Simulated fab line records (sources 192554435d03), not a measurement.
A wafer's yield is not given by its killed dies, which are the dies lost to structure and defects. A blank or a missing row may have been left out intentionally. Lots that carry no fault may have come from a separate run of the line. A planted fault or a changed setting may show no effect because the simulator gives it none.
fab line records	flow n5Finfet
record lots=11	wafers=28	lastDay=17
route steps=1938 shown BEOL_M9@1405 PASSIVATION@1936
lots with no fault: from the same line, run without faults
startH: hours from the record's opening day to when the first of the lot's shown wafers began	waitH: hours elapsed since this lot's preceding step	" repeats the value in the row above	L1.1+2: one row covering several wafers at once	- no value, or no start given	* or withheld: withheld	< > ~ a bound
route shown NAME@n: NAME is a module with steps in the file, n the number in the route of the first one	usual: average and standard deviation across the fault-free wafers	same: alike in all rows	chamber/n: place in a boat	sites: each site's reading	_std_site: standard deviation of those values	_edge_site: the outer-site mean with the inner-site mean subtracted	radiusMm: for every site, how far away it sits from the centre of the wafer	mask NAME#n: copy n	behind: tool/chamber where the wafer was last shaped	hold: what put the lot on hold/how long, in hours/how the hold closed	device: names the non-switching transistor (n, p or np)	end of line: tests of these same wafers at the route's end	a step without rows: its recipe alone	killed: dies lost to structure and defects at the first sort, not the wafer's yield	map: per-die view of a wafer (x killed, . not killed, _ where there is no die)
set.NAME: setting as actually run; set.NAME@STEP: the setting as run at that earlier step	model.NAME: the simulator's own value behind a step, which no gauge read
the route's steps for a sample of lots (tables are steps, rows are wafers)
services: a tool's chamber out of use, with start hour (startH, from the record's first day; less than 0 if before it), hours out, and reason
## steps
# step N5_BEOL_M9_HM_DEP_02
# recipe material=TiN	targetThkA=200	tempC=25	chamberPressurePa=0.49996
# usual throttleValvePct=30.0/0.9
lot.wafer	tool	chamber	startH	waitH	throttleValvePct
L323.1	pvdSputter-03	-	207.17	1.5	31.4
L323.4	"	-	"	"	29.5
L326.4	pvdSputter-02	-	220.24	0.5	31.3
L326.5	"	-	"	"	31.1
L326.6	"	-	"	"	29.3
L329.2	pvdSputter-03	-	234.21	0.5	31.8
L329.3	"	-	"	"	29.5
L329.6	"	-	"	"	31.5
L332.1	pvdSputter-01	-	249.70	0.8	29.1
L332.2	"	-	"	"	28.3
L335.2	pvdSputter-02	-	289.28	0.3	29.4
L335.4	"	-	"	"	30.3
L337.5	pvdSputter-01	-	304.72	0.9	29.8
L337.6	"	-	"	"	29.1
L340.1	pvdSputter-03	-	305.20	0.5	29.3
L340.2	"	-	"	"	30.1
L340.6	"	-	"	"	30.1
L339.2	pvdSputter-03	-	305.30	0.5	31.6
L339.4	"	-	"	"	29.3
L339.5	"	-	"	"	30.1
L341.1	pvdSputter-03	-	311.24	2.3	29.2
L341.4	"	-	"	"	31.8
L341.6	"	-	"	"	31.8
L343.2	pvdSputter-02	-	311.72	1.2	29.3
L343.3	"	-	"	"	29.9
L343.5	"	-	"	"	29.2
L346.2	pvdSputter-03	-	354.56	1.5	30.3
L346.5	"	-	"	"	30.3
# step N5_BEOL_M9_EXPOSE_25
# recipe maskId=V8	na=0.33	sourceShape=annular	sigmaInner=0.4	sigmaOuter=0.8	polarization=unpolarized	doseMj=37.25
# usual exposureDoseMJCm2=37.25/0.21	reticleTempC=22.99/0.095	stageMsdNm=0.796/0.025
lot.wafer	tool	chamber	startH	waitH	mask	exposureDoseMJCm2	reticleTempC	stageMsdNm
L323.1	euvScanner-01	0	208.50	-	V8#0	37.12	23.02	0.777
L323.4	"	0	"	"	V8#0	37.10	23.08	0.779
L326.4	euvScanner-01	0	222.94	-	V8#0	37.13	22.91	0.779
L326.5	"	0	"	"	V8#0	37.16	22.96	0.780
L326.6	"	0	"	"	V8#0	37.16	22.92	0.778
L329.2	euvScanner-01	0	235.48	-	V8#0	37.11	23.05	0.775
L329.3	"	0	"	"	V8#0	37.09	23.05	0.778
L329.6	"	0	"	"	V8#0	37.11	23.12	0.777
L332.1	euvScanner-02	0	251.03	-	V8#0	37.60	23.01	0.835
L332.2	"	0	"	"	V8#0	37.62	22.85	0.838
L335.2	euvScanner-01	0	290.69	-	V8#0	37.15	23.02	0.775
L335.4	"	0	"	"	V8#0	37.14	23.13	0.777
L337.5	euvScanner-02	0	306.43	-	V8#0	37.59	22.94	0.831
L337.6	"	0	"	"	V8#0	37.60	22.82	0.831
L340.1	euvScanner-02	0	306.75	-	V8#0	38.52	22.86	0.834
L340.2	"	0	"	"	V8#0	38.55	22.80	0.831
L340.6	"	0	"	"	V8#0	38.53	22.86	0.833
L339.2	euvScanner-02	0	306.80	-	V8#0	38.50	22.92	0.832
L339.4	"	0	"	"	V8#0	38.48	22.97	0.836
L339.5	"	0	"	"	V8#0	38.43	23.19	0.833
L341.1	euvScanner-01	0	314.35	-	V8#0	37.12	22.98	0.777
L341.4	"	0	"	"	V8#0	37.02	22.77	0.781
L341.6	"	0	"	"	V8#0	37.04	22.95	0.780
L343.2	euvScanner-01	0	314.40	-	V8#0	37.11	23.13	0.781
L343.3	"	0	"	"	V8#0	37.09	23.19	0.779
L343.5	"	0	"	"	V8#0	37.14	23.04	0.782
L346.2	euvScanner-01	0	357.48	-	V8#0	37.04	23.03	0.788
L346.5	"	0	"	"	V8#0	37.11	22.93	0.791
# step N5_BEOL_M9_CD_MEAS_28
# recipe targetCdNm=70	landingEnergyEv=500	detector=seInlens	polarity=opening
# usual cdNm=70.10/0.28
# same landingEnergyEv=500
lot.wafer	tool	chamber	startH	waitH	cdNm
L323.1	cdSem-02	0	208.63	-	69.82
L323.4	"	0	"	"	70.14
L326.4	cdSem-01	0	223.05	-	70.62
L326.5	"	0	"	"	70.55
L326.6	"	0	"	"	70.34
L329.2	cdSem-03	0	235.60	-	70.28
L329.3	"	0	"	"	70.50
L329.6	"	0	"	"	70.38
L332.1	cdSem-03	0	251.16	-	70.19
L332.2	"	0	"	"	70.76
L335.2	cdSem-02	0	290.81	-	70.45
L335.4	"	0	"	"	70.16
L337.5	cdSem-02	0	306.53	-	70.40
L337.6	"	0	"	"	70.18
L340.1	cdSem-01	0	306.88	-	70.94
L340.2	"	0	"	"	70.74
L340.6	"	0	"	"	70.47
L339.2	cdSem-03	0	306.93	-	70.82
L339.4	"	0	"	"	71.26
L339.5	"	0	"	"	70.90
L341.1	cdSem-01	0	314.48	-	69.83
L341.4	"	0	"	"	70.16
L341.6	"	0	"	"	69.90
L343.2	cdSem-02	0	314.52	-	69.94
L343.3	"	0	"	"	69.58
L343.5	"	0	"	"	69.73
L346.2	cdSem-01	0	357.61	-	70.24
L346.5	"	0	"	"	70.19
# step N5_BEOL_M9_ETCH_65
# recipe chemistry=CF4	target=SiARC	targetDepthA=156	maskMaterial=CAR-EUV	timeS=26	ionEnergyEv=80	pressureMtorr=40	sourceW=545	biasW=36	Ar_flow_sccm=100	cf4FlowSccm=100	ends=cleared
# usual chamberPressureMTorr=40.00/0.039	drypumpMotorCurrentA=5.5/0.35	etchRfOnTimeS=25.9/0.83	oesProductAu=0.69/0.086	rfFwdPowerW=531.9/2.2	rfVppV=184.3/1	showerheadPlenumPTorr=2.16/0.056	throttleValvePct=15.68/0.28
lot.wafer	tool	chamber	startH	waitH	chamberPressureMTorr	drypumpMotorCurrentA	etchRfOnTimeS	oesProductAu	rfFwdPowerW	rfHoursCounterH	rfVppV	showerheadPlenumPTorr	throttleValvePct
L323.1	rieDiel-02	0	208.81	0.0	40.07	5.9	26.9	0.73	533.7	49	184.1	2.18	15.59
L323.4	"	3	"	"	39.97	5.7	26.4	0.60	534.0	-	183.4	2.10	15.92
L326.4	rieDiel-06	1	223.29	0.0	40.01	6.0	25.1	0.60	531.2	227	184.6	2.20	15.90
L326.5	"	1	"	"	40.04	6.0	25.2	0.60	532.8	-	184.0	2.20	15.91
L326.6	"	2	"	"	40.03	5.0	24.5	0.74	529.1	-	184.5	2.15	15.41
L329.2	rieDiel-06	3	235.90	0.0	40.02	4.9	25.4	0.60	530.0	236	183.3	2.06	16.34
L329.3	"	2	"	"	40.03	5.1	25.1	0.73	530.7	77	184.1	2.14	15.43
L329.6	"	2	"	"	40.09	5.0	24.9	0.74	530.7	-	184.9	2.14	15.43
L332.1	rieDiel-01	3	251.56	0.0	40.05	5.2	26.3	0.58	530.8	249	184.0	2.10	15.94
L332.2	"	2	"	"	40.06	5.9	26.2	0.60	531.0	232	184.1	2.11	16.03
L335.2	rieDiel-01	0	291.22	0.0	40.06	5.3	25.5	0.71	531.4	60	184.8	2.18	15.88
L335.4	"	1	"	"	39.98	5.5	27.4	0.60	538.9	-	183.6	2.19	15.74
L337.5	rieDiel-06	2	306.72	0.0	39.98	5.0	25.0	0.71	527.9	-	183.3	2.14	15.47
L337.6	"	3	"	"	40.01	4.9	25.0	0.85	532.1	-	186.5	2.31	15.88
L340.1	rieDiel-02	0	307.42	0.0	39.96	5.8	26.6	0.69	530.6	82	182.6	2.17	15.64
L340.2	"	2	"	"	39.98	5.6	26.0	0.76	533.1	31	185.8	2.16	15.16
L340.6	"	3	"	"	39.99	5.7	25.3	0.81	529.2	-	183.9	2.09	15.46
L339.2	rieDiel-06	3	307.44	0.0	40.01	4.9	24.8	0.86	530.5	4	184.2	2.31	15.89
L339.4	"	0	"	"	39.99	5.3	24.3	0.63	531.0	-	184.9	2.21	15.55
L339.5	"	3	"	"	40.00	4.9	25.0	0.86	531.5	-	186.2	2.31	15.87
L341.1	rieDiel-02	3	314.66	0.0	39.93	5.7	25.5	0.80	529.4	13	183.9	2.09	15.46
L341.4	"	2	"	"	40.00	5.6	26.2	0.76	532.6	-	184.6	2.16	15.17
L341.6	"	0	"	"	40.04	5.8	27.0	0.69	531.1	-	184.4	2.17	15.64
L343.2	rieDiel-01	1	315.05	0.0	39.98	5.5	27.1	0.60	533.8	206	185.1	2.19	15.76
L343.3	"	0	"	"	40.09	5.3	25.5	0.70	531.7	70	184.0	2.18	15.88
L343.5	"	1	"	"	40.10	5.5	27.3	0.59	533.8	-	184.4	2.19	15.76
L346.2	rieDiel-01	3	357.91	0.0	40.00	5.2	25.3	0.79	532.6	21	184.1	2.09	15.50
L346.5	"	0	"	"	39.95	5.3	25.2	0.69	532.4	-	184.4	2.17	15.90
# step N5_BEOL_M9_ETCH_66
# recipe chemistry=N2/H2	target=SOC	targetDepthA=800	overetchA=160	maskMaterial=SiARC	tempC=40	timeS=120	ionEnergyEv=200	pressureMtorr=30	sourceW=840	biasW=150	n2FlowSccm=200	h2FlowSccm=200
# usual chamberPressureMTorr=29.996/0.026	drypumpMotorCurrentA=5.5/0.35	oesProductAu=0.61/0.074	rfFwdPowerW=835.8/3	rfVppV=524.5/2.2	showerheadPlenumPTorr=2.56/0.069	tempC=40.00/0.11	throttleValvePct=17.82/0.28
lot.wafer	tool	chamber	startH	waitH	chamberPressureMTorr	drypumpMotorCurrentA	oesProductAu	rfFwdPowerW	rfHoursCounterH	rfVppV	showerheadPlenumPTorr	tempC	throttleValvePct
L323.1	rieDiel-02	0	208.84	0.0	29.985	5.8	0.65	831.7	49	526.0	2.56	39.96	17.43
L323.4	"	3	"	"	30.000	5.8	0.53	830.2	-	521.9	2.50	40.02	18.19
L326.4	rieDiel-06	1	223.32	0.0	30.002	6.0	0.53	836.9	227	527.2	2.63	39.97	18.22
L326.5	"	1	"	"	30.012	6.0	0.53	835.7	-	526.5	2.63	40.00	18.22
L326.6	"	2	"	"	29.948	5.0	0.65	836.6	-	525.4	2.57	40.18	17.69
L329.2	rieDiel-06	3	235.93	0.0	30.049	4.9	0.53	833.9	237	519.7	2.38	40.00	18.17
L329.3	"	2	"	"	30.011	5.0	0.64	832.2	77	526.1	2.57	40.02	17.70
L329.6	"	2	"	"	29.993	5.0	0.64	831.9	-	525.3	2.57	39.99	17.69
L332.1	rieDiel-01	3	251.59	0.0	30.053	5.2	0.53	837.3	249	524.8	2.50	40.01	18.07
L332.2	"	2	"	"	30.023	5.9	0.53	842.3	232	522.0	2.51	40.02	18.31
L335.2	rieDiel-01	0	291.25	0.0	29.975	5.3	0.63	836.7	60	525.9	2.56	39.92	17.87
L335.4	"	1	"	"	30.012	5.5	0.56	836.6	-	527.9	2.62	39.94	17.94
L337.5	rieDiel-06	2	306.77	0.0	30.004	5.0	0.63	836.6	-	522.9	2.56	39.81	17.73
L337.6	"	3	"	"	29.992	4.9	0.75	832.1	-	527.6	2.69	40.07	17.76
L340.1	rieDiel-02	0	307.45	0.0	30.005	5.8	0.62	834.1	82	525.6	2.54	39.82	17.50
L340.2	"	2	"	"	30.003	5.7	0.68	835.3	31	523.7	2.56	40.02	17.29
L340.6	"	3	"	"	29.991	5.8	0.71	839.7	-	523.8	2.49	39.86	17.79
L339.2	rieDiel-06	3	307.46	0.0	29.975	4.9	0.74	841.0	4	528.5	2.69	40.09	17.76
L339.4	"	0	"	"	29.975	5.3	0.55	833.6	-	526.2	2.64	40.16	17.93
L339.5	"	3	"	"	29.981	4.9	0.74	840.7	-	529.3	2.69	39.99	17.77
L341.1	rieDiel-02	3	314.68	0.0	29.988	5.7	0.71	834.2	13	523.0	2.49	39.89	17.80
L341.4	"	2	"	"	30.017	5.6	0.69	831.9	-	524.8	2.56	40.02	17.27
L341.6	"	0	"	"	29.992	5.9	0.63	835.7	-	526.0	2.54	40.20	17.50
L343.2	rieDiel-01	1	315.07	0.0	29.960	5.5	0.55	840.3	206	525.7	2.62	40.08	17.95
L343.3	"	0	"	"	29.993	5.3	0.62	834.6	70	524.1	2.56	40.01	17.88
L343.5	"	1	"	"	29.973	5.6	0.54	835.8	-	526.8	2.62	40.09	17.94
L346.2	rieDiel-01	3	357.94	0.0	29.965	5.2	0.69	835.2	21	521.9	2.49	40.04	17.73
L346.5	"	0	"	"	29.985	5.3	0.62	832.7	-	525.1	2.55	40.00	17.93
# step N5_PASSIVATION_PROBE_49
# usual defectLimitedYield=91.3/1.5	killed_at_M0_to_M3=33/12	killed_at_M4_up=15/5.2	killedAtContacts=12/5.1	killedAtFrontEnd=39/11	killedAtOther=5/3.6	killedDies=103/18	killedOpen=67/13	killedShort=33/7.8	sort_bin_5_function=5.1/0.96	sort_bin_6_memory=3.2/0.71	sort_bin_8_speed=0.01/0.063	sortNPass=1077/18
# same grossDies=1180	killedAtBackSide=0	sort_bin_4_leakage[%]=0
lot.wafer	tool	chamber	startH	waitH	defectLimitedYield[%]	killed_at_M0_to_M3	killed_at_M4_up	killedAtContacts	killedAtFrontEnd	killedAtOther	killedDies	killedOpen	killedShort	sort_bin_5_function[%]	sort_bin_6_memory[%]	sort_bin_8_speed[%]	sortNPass
L323.1	prober-02	-	261.21	0.0	91.9	32	16	17	31	0	96	64	32	4.6	3.3	0	1084
L323.4	prober-02	-	261.36	0.2	88.2	47	10	14	63	5	139	84	47	6.9	3.8	0	1041
L326.4	prober-02	-	278.62	0.2	90.9	43	14	13	31	6	107	81	24	4.7	4.2	0	1073
L326.5	prober-02	-	278.67	0.2	90.3	43	13	14	39	5	114	72	32	4.5	4.2	0	1066
L326.6	prober-02	-	278.72	0.3	89.8	47	24	7	35	7	120	81	38	6.5	3.5	0	1060
L329.2	prober-02	-	297.90	0.1	92.3	18	14	11	37	11	91	68	22	5.2	2.5	0	1089
L329.3	prober-02	-	297.95	0.1	89.3	49	21	19	31	6	126	97	29	6.7	3.6	0	1054
L329.6	prober-02	-	298.10	0.3	91.8	19	15	18	28	17	97	57	40	4.8	3.1	0	1083
L332.1	prober-01	-	313.76	0.0	91.0	23	7	12	60	4	106	79	26	5.6	3.3	0	1074
L332.2	prober-01	-	313.81	0.1	90.9	21	9	17	58	2	107	64	36	4.7	3.6	0	1073
L335.2	prober-01	-	348.63	0.1	92.6	22	20	5	35	5	87	53	25	4.3	2.1	0	1093
L335.4	prober-01	-	348.73	0.2	91.6	24	19	13	41	2	99	49	42	4.5	3.1	0	1081
L337.5	prober-02	-	364.71	0.2	89.6	32	8	13	66	4	123	74	41	6.2	3.1	0	1057
L337.6	prober-02	-	364.76	0.3	88.2	38	19	9	73	0	139	100	38	7.0	4.5	0	1041
L340.1	prober-01	-	365.18	0.0	92.6	29	12	10	25	11	87	53	33	4.7	2.5	0	1093
L340.2	prober-01	-	365.23	0.1	90.3	31	11	10	47	15	114	66	43	5.5	3.1	0	1066
L340.6	prober-01	-	365.43	0.3	90.9	29	12	11	46	9	107	60	47	6.6	2.1	0	1073
L339.2	prober-02	-	378.16	0.1	94.2	19	12	12	22	3	68	36	18	3.1	1.6	0	1112
L339.4	prober-02	-	378.26	0.2	94.3	21	15	6	22	3	67	43	20	3.4	1.9	0.17	1113
L339.5	prober-02	-	378.31	0.2	93.3	16	16	7	35	5	79	54	22	4.0	2.4	0	1101
L343.2	prober-02	-	379.38	0.1	89.8	41	21	15	41	2	120	70	35	5.3	3.7	0	1060
L343.3	prober-02	-	379.43	0.1	92.2	23	18	14	36	1	92	59	24	4.0	3.0	0	1088
L343.5	prober-02	-	379.53	0.2	90.8	21	21	15	48	3	108	70	29	5.2	3.1	0	1072
L341.1	prober-01	-	383.32	0.1	92.3	33	13	8	35	2	91	57	28	4.3	2.6	0	1089
L341.4	prober-01	-	383.47	0.2	90.3	43	15	7	47	2	114	68	46	5.2	3.9	0	1066
L341.6	prober-01	-	383.57	0.3	92.1	35	20	5	32	1	93	65	27	4.9	2.8	0	1087
L346.2	prober-02	-	415.98	0.1	92.0	26	13	17	31	7	94	63	30	4.3	3.4	0	1086
L346.5	prober-02	-	416.13	0.2	88.8	53	14	18	46	1	132	97	34	6.9	3.8	0	1048
# killed by level:class
L323.1 MOL_CONTACT_COAG:geometricParticle:open=14 BEOL_M2:geometricParticle:open=9 BEOL_M3:geometricParticle:open=8 FIN_SAQP:geometricParticle:open=6 DUMMY_GATE:geometricParticle:open=6 FIN_SAQP:geometricParticle:short=5 BEOL_M0_SAQP:geometricParticle:short=4 BEOL_M5:geometricParticle:open=4
L323.4 STI_FIN_REVEAL:geometricParticle:open=14 MOL_CONTACT_COAG:geometricParticle:open=11 BEOL_M2:geometricParticle:open=10 BEOL_M0_SAQP:geometricParticle:short=9 HKMG_FIN:areaEtch=8 DUMMY_GATE:geometricParticle:open=7 BEOL_M3:geometricParticle:open=7 BEOL_M3:geometricParticle:short=7
L326.4 BEOL_M0_SAQP:geometricParticle:open=13 FIN_SAQP:geometricParticle:open=10 MOL_CONTACT_COAG:geometricParticle:open=9 BEOL_M4:geometricParticle:open=9 BEOL_M2:geometricParticle:open=7 BEOL_M3:geometricParticle:open=7 DUMMY_GATE:geometricParticle:open=6 BEOL_M0_SAQP:geometricParticle:short=6
L326.5 BEOL_M0_SAQP:geometricParticle:short=13 BEOL_M0_SAQP:geometricParticle:open=13 MOL_CONTACT_COAG:geometricParticle:open=10 HKMG_FIN:areaEtch=8 DUMMY_GATE:geometricParticle:open=7 BEOL_M3:geometricParticle:open=7 STI_FIN_REVEAL:geometricParticle:open=6 BEOL_M0:geometricParticle:open=5
L326.6 BEOL_M0_SAQP:geometricParticle:open=14 BEOL_M4:geometricParticle:open=12 BEOL_M3:geometricParticle:open=9 BEOL_M4:geometricParticle:short=7 DUMMY_GATE:geometricParticle:open=6 MOL_CONTACT_COAG:geometricParticle:open=6 FIN_SAQP:geometricParticle:open=5 FIN_SAQP:geometricParticle:short=5
L329.2 MOL_CONTACT_COAG:geometricParticle:open=11 STI_FIN_REVEAL:geometricParticle:open=10 BEOL_M4:geometricParticle:open=6 BEOL_M5:geometricParticle:open=5 STARTING-WAFER:geometricParticle:open=5 BEOL_M1:geometricParticle:open=4 ILD0:geometricParticle:open=4 GATE_CUT:geometricParticle:short=4
L329.3 MOL_CONTACT_COAG:geometricParticle:open=17 BEOL_M1:geometricParticle:open=17 BEOL_M4:geometricParticle:open=13 BEOL_M3:geometricParticle:open=10 GATE_CUT:geometricParticle:short=7 FIN_SAQP:geometricParticle:open=6 GATE_CUT:geometricParticle:open=6 BEOL_M2:geometricParticle:open=6
L329.6 MOL_CONTACT_COAG:geometricParticle:open=10 MOL_CONTACT_COAG:geometricParticle:short=8 BEOL_M4:geometricParticle:open=7 FIN_SAQP:geometricParticle:open=6 BEOL_M3:geometricParticle:open=6 PASS1_CAP:geometricParticle:open=5 FIN_SAQP:geometricParticle:short=4 BEOL_M0_SAQP:geometricParticle:short=4
L332.1 STI_FIN_REVEAL:geometricParticle:open=27 FIN_SAQP:geometricParticle:open=11 MOL_CONTACT_COAG:geometricParticle:open=10 FIN_SAQP:geometricParticle:short=6 BEOL_M2:geometricParticle:open=5 STI_FIN_REVEAL:geometricParticle:short=4 BEOL_M0_SAQP:geometricParticle:open=4 BEOL_M1:geometricParticle:open=4
L332.2 FIN_SAQP:geometricParticle:open=13 MOL_CONTACT_COAG:geometricParticle:open=10 STI_FIN_REVEAL:geometricParticle:open=8 FIN_SAQP:geometricParticle:short=7 MOL_CONTACT_COAG:geometricParticle:short=7 HKMG_FIN:areaEtch=7 BEOL_M3:geometricParticle:open=6 STARTING-WAFER:geometricParticle:open=6
L335.2 BEOL_M4:geometricParticle:open=11 BEOL_M0_SAQP:geometricParticle:open=10 BEOL_M0_SAQP:geometricParticle:short=8 HKMG_FIN:areaEtch=8 STI_FIN_REVEAL:geometricParticle:open=7 FIN_SAQP:geometricParticle:open=6 FIN_SAQP:geometricParticle:short=4 MOL_CONTACT_COAG:geometricParticle:open=4
L335.4 FIN_SAQP:geometricParticle:short=13 FIN_SAQP:geometricParticle:open=10 BEOL_M4:geometricParticle:open=8 MOL_CONTACT_COAG:geometricParticle:open=7 HKMG_FIN:areaEtch=7 MOL_CONTACT_COAG:geometricParticle:short=6 BEOL_M0_SAQP:geometricParticle:short=6 BEOL_M2:geometricParticle:open=6
L337.5 FIN_SAQP:geometricParticle:open=18 STI_FIN_REVEAL:geometricParticle:open=14 FIN_SAQP:geometricParticle:short=13 MOL_CONTACT_COAG:geometricParticle:open=12 BEOL_M0_SAQP:geometricParticle:short=9 BEOL_M3:geometricParticle:open=9 HKMG_FIN:areaEtch=8 BEOL_M0_SAQP:geometricParticle:open=7
L337.6 STI_FIN_REVEAL:geometricParticle:open=24 BEOL_M3:geometricParticle:open=16 BEOL_M4:geometricParticle:open=12 FIN_SAQP:geometricParticle:short=9 FIN_SAQP:geometricParticle:open=9 STI_FIN_REVEAL:geometricParticle:short=8 MOL_CONTACT_COAG:geometricParticle:open=8 BEOL_M0_SAQP:geometricParticle:open=8
L340.1 MOL_CONTACT_COAG:geometricParticle:open=9 BEOL_M0_SAQP:geometricParticle:short=8 FIN_SAQP:geometricParticle:open=7 BEOL_M2:geometricParticle:open=7 BEOL_M3:geometricParticle:open=5 FIN_SAQP:geometricParticle:short=4 BEOL_M0_SAQP:geometricParticle:open=4 BEOL_M4:geometricParticle:open=4
L340.2 BEOL_M2:geometricParticle:open=11 FIN_SAQP:geometricParticle:short=8 FIN_SAQP:geometricParticle:open=7 MOL_CONTACT_COAG:geometricParticle:open=7 DUMMY_GATE:geometricParticle:open=6 GATE_CUT:geometricParticle:short=6 STARTING-WAFER:geometricParticle:short=6 BEOL_M3:geometricParticle:open=6
L340.6 FIN_SAQP:geometricParticle:short=21 BEOL_M3:geometricParticle:open=9 MOL_CONTACT_COAG:geometricParticle:open=8 BEOL_M2:geometricParticle:open=7 FIN_SAQP:geometricParticle:open=6 DUMMY_GATE:geometricParticle:open=6 STARTING-WAFER:geometricParticle:open=5 BEOL_M2:geometricParticle:short=4
L339.2 HKMG_FIN:areaEtch=13 MOL_CONTACT_COAG:geometricParticle:open=10 BEOL_M0_SAQP:geometricParticle:short=5 BEOL_M3:geometricParticle:open=5 BEOL_M4:geometricParticle:open=4 BEOL_M1:geometricParticle:open=3 BEOL_M1:geometricParticle:short=2 GATE_CUT:geometricParticle:short=2
L339.4 STI_FIN_REVEAL:geometricParticle:open=5 MOL_CONTACT_COAG:geometricParticle:open=5 BEOL_M1:geometricParticle:open=5 GATE_CUT:geometricParticle:open=4 BEOL_M0_SAQP:geometricParticle:open=4 BEOL_M0_SAQP:geometricParticle:short=4 GATE_CUT:geometricParticle:short=3 BEOL_M1:geometricParticle:short=3
L339.5 GATE_CUT:geometricParticle:open=9 FIN_SAQP:geometricParticle:open=6 GATE_CUT:geometricParticle:short=6 STI_FIN_REVEAL:geometricParticle:open=5 MOL_CONTACT_COAG:geometricParticle:open=5 BEOL_M3:geometricParticle:open=5 BEOL_M4:geometricParticle:open=4 BEOL_M7:geometricParticle:open=4
L343.2 GATE_CUT:geometricParticle:short=9 MOL_CONTACT_COAG:geometricParticle:open=9 BEOL_M1:geometricParticle:open=9 HKMG_FIN:areaEtch=8 BEOL_M0_SAQP:geometricParticle:open=7 BEOL_M3:geometricParticle:open=7 BEOL_M0_SAQP:geometricParticle:short=6 BEOL_M2:geometricParticle:open=6
L343.3 MOL_CONTACT_COAG:geometricParticle:open=13 HKMG_FIN:areaEtch=9 BEOL_M4:geometricParticle:open=8 GATE_CUT:geometricParticle:short=7 BEOL_M0_SAQP:geometricParticle:open=7 GATE_CUT:geometricParticle:open=5 BEOL_M1:geometricParticle:open=4 BEOL_M3:geometricParticle:open=4
L343.5 MOL_CONTACT_COAG:geometricParticle:open=12 FIN_SAQP:geometricParticle:open=9 GATE_CUT:geometricParticle:short=9 HKMG_FIN:areaEtch=8 BEOL_M4:geometricParticle:open=7 DUMMY_GATE:geometricParticle:open=5 BEOL_M1:geometricParticle:open=5 BEOL_M0_SAQP:geometricParticle:open=4
L341.1 STI_FIN_REVEAL:geometricParticle:open=10 BEOL_M0_SAQP:geometricParticle:short=8 MOL_CONTACT_COAG:geometricParticle:open=6 BEOL_M0_SAQP:geometricParticle:open=5 BEOL_M3:geometricParticle:open=5 BEOL_M2:geometricParticle:open=5 FIN_SAQP:geometricParticle:short=4 BEOL_M0:geometricParticle:open=4
L341.4 FIN_SAQP:geometricParticle:open=15 FIN_SAQP:geometricParticle:short=12 BEOL_M0_SAQP:geometricParticle:open=10 BEOL_M0_SAQP:geometricParticle:short=9 BEOL_M5:geometricParticle:open=8 BEOL_M3:geometricParticle:open=8 STI_FIN_REVEAL:geometricParticle:open=6 MOL_CONTACT_COAG:geometricParticle:short=5
L341.6 BEOL_M0_SAQP:geometricParticle:open=10 BEOL_M3:geometricParticle:open=10 FIN_SAQP:geometricParticle:open=9 FIN_SAQP:geometricParticle:short=9 BEOL_M4:geometricParticle:open=7 BEOL_M0_SAQP:geometricParticle:short=5 BEOL_M5:geometricParticle:open=5 STI_FIN_REVEAL:geometricParticle:open=4
L346.2 MOL_CONTACT_COAG:geometricParticle:open=15 FIN_SAQP:geometricParticle:short=9 FIN_SAQP:geometricParticle:open=8 STARTING-WAFER:geometricParticle:short=5 BEOL_M0_SAQP:geometricParticle:open=5 BEOL_M3:geometricParticle:open=5 BEOL_M0_SAQP:geometricParticle:short=4 BEOL_M1:geometricParticle:open=4
L346.5 BEOL_M0_SAQP:geometricParticle:open=21 FIN_SAQP:geometricParticle:open=18 MOL_CONTACT_COAG:geometricParticle:open=16 BEOL_M3:geometricParticle:open=12 BEOL_M0_SAQP:geometricParticle:short=8 FIN_SAQP:geometricParticle:short=6 STI_FIN_REVEAL:geometricParticle:open=6 DUMMY_GATE:geometricParticle:open=4
## services
tool	chamber	startH	hours	kind
pvdSputter-03	-	186.93	2.6	repair
euvScanner-01	-	192.31	1.0	pm
euvScanner-02	-	199.84	9.9	repair
rieDiel-01	2	220.13	3.2	repair
euvScanner-02	-	235.67	12.0	pm
euvScanner-01	-	248.46	1.0	pm
rieDiel-02	3	266.56	10.3	repair
rieDiel-06	3	276.06	-	clean
rieDiel-06	3	276.06	-	consumableReplace:focusRing
euvScanner-01	-	284.56	5.8	pm
euvScanner-02	-	290.34	1.0	pm
euvScanner-01	-	294.53	0.3	repair
pvdSputter-01	-	301.73	2.1	repair
euvScanner-01	-	304.61	1.0	pm
pvdSputter-01	-	310.66	1.0	repair
rieDiel-02	3	320.24	22.2	repair
euvScanner-01	-	324.77	4.6	pm
pvdSputter-01	-	328.15	1.8	repair
euvScanner-01	-	331.02	1.6	repair
euvScanner-02	-	342.42	1.0	pm
euvScanner-01	-	349.45	0.6	repair
rieDiel-01	0	350.91	2.9	repair
rieDiel-06	2	352.76	1.7	repair
rieDiel-02	1	356.52	10.3	repair
## key
firstSign step=N5_BEOL_M9_EXPOSE_25	reading=exposureDoseMJCm2	direction=up	sigmas=6	usual=37.25	struck=38.50
effect step=N5_BEOL_M9_CD_MEAS_28	reading=cdNm	direction=up	sigmas=2.7	usual=70.10	struck=70.85
metAt N5_BEOL_M9_EXPOSE_25
struckLots L339,L340
baselineLoss step=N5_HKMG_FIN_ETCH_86	wafers=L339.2
notActingAt N5_BEOL_M9_HM_DEP_02,N5_BEOL_M9_ETCH_65,N5_BEOL_M9_ETCH_66
onsetBetween 306.43 306.75
fault kind=processParameterDrift	tool=euvScanner-02	chamber=-	onsetH=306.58	steps=N5_BEOL_M9_EXPOSE_25	channel=doseMj	offset=0.94499	shape=step	actsIn=theseRecipesOnly	stated=37.25
# baselineLoss: these wafers lose ten dies or more at that step, a loss of the line's own and not of a fault; the sort's usual values leave them out
